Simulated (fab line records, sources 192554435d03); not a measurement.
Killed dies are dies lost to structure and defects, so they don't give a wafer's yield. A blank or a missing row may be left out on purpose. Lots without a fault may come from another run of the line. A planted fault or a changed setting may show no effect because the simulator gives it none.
Which tool did it? | flow n5_finfet | 24 lots, 72 wafers sampled, at 4 steps of a route of 1938

WHAT THE GAUGES READ, wafer by wafer
N5_BEOL_M14_INSPECT_55: inspects for defects (darkfield).
lot  | measured     | on                | raw_defect_count
L074 | day 11 08:53 | defect_inspect-02 | 50 53 55
L075 | day 11 13:43 | defect_inspect-01 | 69 39 56
L077 | day 12 11:50 | defect_inspect-02 | 54 53 69
L076 | day 12 17:07 | defect_inspect-01 | 71 104 48
L078 | day 12 17:29 | defect_inspect-01 | 61 103 87
L079 | day 12 22:02 | defect_inspect-01 | 78 65 59
L080 | day 13 09:54 | defect_inspect-01 | 76 132 109
L081 | day 13 12:52 | defect_inspect-01 | 72 88 72
L083 | day 13 15:47 | defect_inspect-02 | 41 18 40
L082 | day 14 15:05 | defect_inspect-02 | 102 69 79
L085 | day 15 00:49 | defect_inspect-02 | 57 78 51
L084 | day 15 13:35 | defect_inspect-02 | 92 70 55
L088 | day 15 14:06 | defect_inspect-02 | 48 55 44
L089 | day 15 14:38 | defect_inspect-02 | 48 34 46
L086 | day 15 14:38 | defect_inspect-01 | 67 47 58
L087 | day 15 16:56 | defect_inspect-01 | 65 49 42
L090 | day 15 17:21 | defect_inspect-02 | 73 66 84
L092 | day 16 14:34 | defect_inspect-01 | 68 60 70
L091 | day 16 15:47 | defect_inspect-02 | 28 40 60
L093 | day 16 15:50 | defect_inspect-01 | 51 60 39
L094 | day 17 09:34 | defect_inspect-01 | 71 97 76
L095 | day 17 11:19 | defect_inspect-01 | 47 38 40
L097 | day 17 18:21 | defect_inspect-02 | 72 37 60
L096 | day 17 21:34 | defect_inspect-02 | 69 107 71

N5_BEOL_M15_CD_MEAS_28: target cd 407.6 nm.
lot  | measured     | on        | cd_nm (nm)
L074 | day 11 10:56 | cd_sem-02 | 409.8 409.9 407.5
L075 | day 11 16:01 | cd_sem-01 | 403.0 404.6 405.7
L077 | day 12 13:56 | cd_sem-01 | 406.2 404.7 406.8
L076 | day 12 19:25 | cd_sem-03 | 404.1 405.1 405.9
L078 | day 12 20:01 | cd_sem-02 | 405.3 404.1 406.4
L079 | day 13 00:13 | cd_sem-02 | 404.9 402.8 404.8
L080 | day 13 12:02 | cd_sem-02 | 405.8 404.4 403.4
L081 | day 13 15:12 | cd_sem-03 | 409.4 409.7 406.0
L083 | day 13 17:58 | cd_sem-02 | 405.9 409.2 404.4
L082 | day 14 17:17 | cd_sem-01 | 409.3 408.4 408.6
L085 | day 15 02:59 | cd_sem-02 | 405.8 410.4 408.2
L084 | day 15 15:53 | cd_sem-03 | 406.4 405.7 404.3
L088 | day 15 16:31 | cd_sem-03 | 408.0 407.6 408.6
L089 | day 15 16:55 | cd_sem-03 | 406.1 409.0 407.5
L086 | day 15 16:57 | cd_sem-03 | 410.9 411.0 411.7
L087 | day 15 19:19 | cd_sem-01 | 406.7 408.5 411.5
L090 | day 15 20:08 | cd_sem-01 | 409.0 406.4 406.8
L092 | day 16 16:53 | cd_sem-02 | 407.3 408.9 404.3
L091 | day 16 18:06 | cd_sem-02 | 414.3 415.5 409.6
L093 | day 16 18:08 | cd_sem-03 | 409.0 408.7 408.0
L094 | day 17 11:44 | cd_sem-03 | 409.7 411.3 412.0
L095 | day 17 13:37 | cd_sem-02 | 408.7 407.8 408.4
L097 | day 17 20:45 | cd_sem-02 | 408.9 408.9 408.3
L096 | day 17 23:40 | cd_sem-03 | 404.6 406.4 408.7

N5_MIM_BOT_LITHO_INSPECT_12: inspects for defects (macro).
lot  | measured     | on                | raw_defect_count
L074 | day 11 20:20 | defect_inspect-01 | 1 0 1
L075 | day 12 02:02 | defect_inspect-01 | 2 3 3
L077 | day 13 00:55 | defect_inspect-01 | 2 1 7
L076 | day 13 01:49 | defect_inspect-01 | 1 1 0
L078 | day 13 04:51 | defect_inspect-01 | 2 1 6
L079 | day 13 07:08 | defect_inspect-01 | 1 1 2
L080 | day 13 19:40 | defect_inspect-01 | 4 0 2
L081 | day 13 22:01 | defect_inspect-01 | 1 1 2
L083 | day 14 00:06 | defect_inspect-02 | 3 2 1
L082 | day 15 05:05 | defect_inspect-01 | 6 1 1
L085 | day 15 10:10 | defect_inspect-01 | 2 1 3
L084 | day 16 03:48 | defect_inspect-01 | 1 4 2
L088 | day 16 04:05 | defect_inspect-01 | 1 3 2
L089 | day 16 04:15 | defect_inspect-02 | 3 0 1
L086 | day 16 04:34 | defect_inspect-02 | 0 1 2
L087 | day 16 08:04 | defect_inspect-01 | 3 2 3
L090 | day 16 08:32 | defect_inspect-02 | 1 6 3
L092 | day 17 01:47 | defect_inspect-02 | 1 2 1
L091 | day 17 01:50 | defect_inspect-01 | 0 0 3
L093 | day 17 08:56 | defect_inspect-02 | 2 0 1
L094 | day 17 19:11 | defect_inspect-02 | 7 1 4
L095 | day 17 23:20 | defect_inspect-01 | 5 2 1
L097 | day 18 02:44 | defect_inspect-01 | 3 2 2
L096 | day 18 08:07 | defect_inspect-01 | 1 1 1

WHICH TOOL RAN EACH LOT (tool, then ch and the chambers of the sampled wafers, then the start)
lot  | N5_BEOL_M14_SPUTTER_44
L074 | pvd_sputter-01, day 11 07:44
L075 | pvd_sputter-02, day 11 12:34
L077 | pvd_sputter-01, day 12 10:25
L076 | pvd_sputter-02, day 12 15:58
L078 | pvd_sputter-01, day 12 16:21
L079 | pvd_sputter-02, day 12 20:53
L080 | pvd_sputter-02, day 13 08:46
L081 | pvd_sputter-03, day 13 11:34
L083 | pvd_sputter-02, day 13 14:39
L082 | pvd_sputter-03, day 14 13:58
L085 | pvd_sputter-03, day 14 23:41
L084 | pvd_sputter-02, day 15 12:17
L088 | pvd_sputter-02, day 15 12:57
L089 | pvd_sputter-03, day 15 13:07
L086 | pvd_sputter-02, day 15 13:28
L087 | pvd_sputter-02, day 15 15:47
L090 | pvd_sputter-02, day 15 16:07
L092 | pvd_sputter-03, day 16 13:26
L091 | pvd_sputter-01, day 16 14:34
L093 | pvd_sputter-03, day 16 14:37
L094 | pvd_sputter-03, day 17 08:15
L095 | pvd_sputter-02, day 17 09:27
L097 | pvd_sputter-03, day 17 17:13
L096 | pvd_sputter-03, day 17 20:25
- N5_BEOL_M14_SPUTTER_44: material Ta, target thk 15 nm, time 24.19 s.

WHAT THE TOOLS THEMSELVES READ (means of the sampled wafers that have a number; where no wafer has one, the mark that the record gives instead)
N5_BEOL_M14_SPUTTER_44.
lot  | tool           | bias_v (V) | chamber_pressure_pa (Pa) | throttle_valve_pct (%)
L074 | pvd_sputter-01 | 79.1       | 0.07                     | 29.7
L075 | pvd_sputter-02 | 79.5       | 0.07                     | 30.0
L077 | pvd_sputter-01 | 79.6       | 0.07                     | 30.2
L076 | pvd_sputter-02 | 79.7       | 0.07                     | 30.2
L078 | pvd_sputter-01 | 79.9       | 0.07                     | 29.8
L079 | pvd_sputter-02 | 80.2       | 0.07                     | 29.4
L080 | pvd_sputter-02 | 80.2       | 0.07                     | 29.9
L081 | pvd_sputter-03 | 79.9       | 0.07                     | 28.8
L083 | pvd_sputter-02 | 80.0       | 0.07                     | 30.0
L082 | pvd_sputter-03 | 79.2       | 0.07                     | 28.9
L085 | pvd_sputter-03 | 79.5       | 0.07                     | 30.1
L084 | pvd_sputter-02 | 80.4       | 0.07                     | 30.8
L088 | pvd_sputter-02 | 80.0       | 0.07                     | 30.2
L089 | pvd_sputter-03 | 79.6       | 0.07                     | 29.5
L086 | pvd_sputter-02 | 79.5       | 0.07                     | 29.4
L087 | pvd_sputter-02 | 79.8       | 0.07                     | 30.3
L090 | pvd_sputter-02 | 79.6       | 0.07                     | 29.9
L092 | pvd_sputter-03 | 80.3       | 0.07                     | 28.5
L091 | pvd_sputter-01 | 79.2       | 0.07                     | 30.2
L093 | pvd_sputter-03 | 80.3       | 0.07                     | 30.0
L094 | pvd_sputter-03 | 79.7       | 0.07                     | 30.8
L095 | pvd_sputter-02 | 80.6       | 0.07                     | 29.1
L097 | pvd_sputter-03 | 79.0       | 0.07                     | 29.3
L096 | pvd_sputter-03 | 80.2       | 0.07                     | 29.0

THE ANSWER, worked out from the rows above alone
Rule: what is usual is taken from the lots themselves. Put in order of their means at a reading, lots are off if they are a third of the lots or fewer, leave a main group of 4 or more, and stand apart from it by a gap of 3 or more times the standard deviation of the main group's means; of several such gaps the widest counts. A main group whose means are all the same, to the digits that the tables above print for the reading, isn't used. A lot without any number at a reading at which 4 lots or more have one is off too. The other lots that the step has rows for count as sound. The gauges are gone through in route order, then the tools' own readings, and for those a lot's mean is taken as printed above. The first step at which some lot is off is used, and at that step the reading that is off furthest; a lot without a number counts as furthest.
No lot is off at any reading shown: from this, nothing can be told.

WHAT THE SIMULATOR HAD PUT IN
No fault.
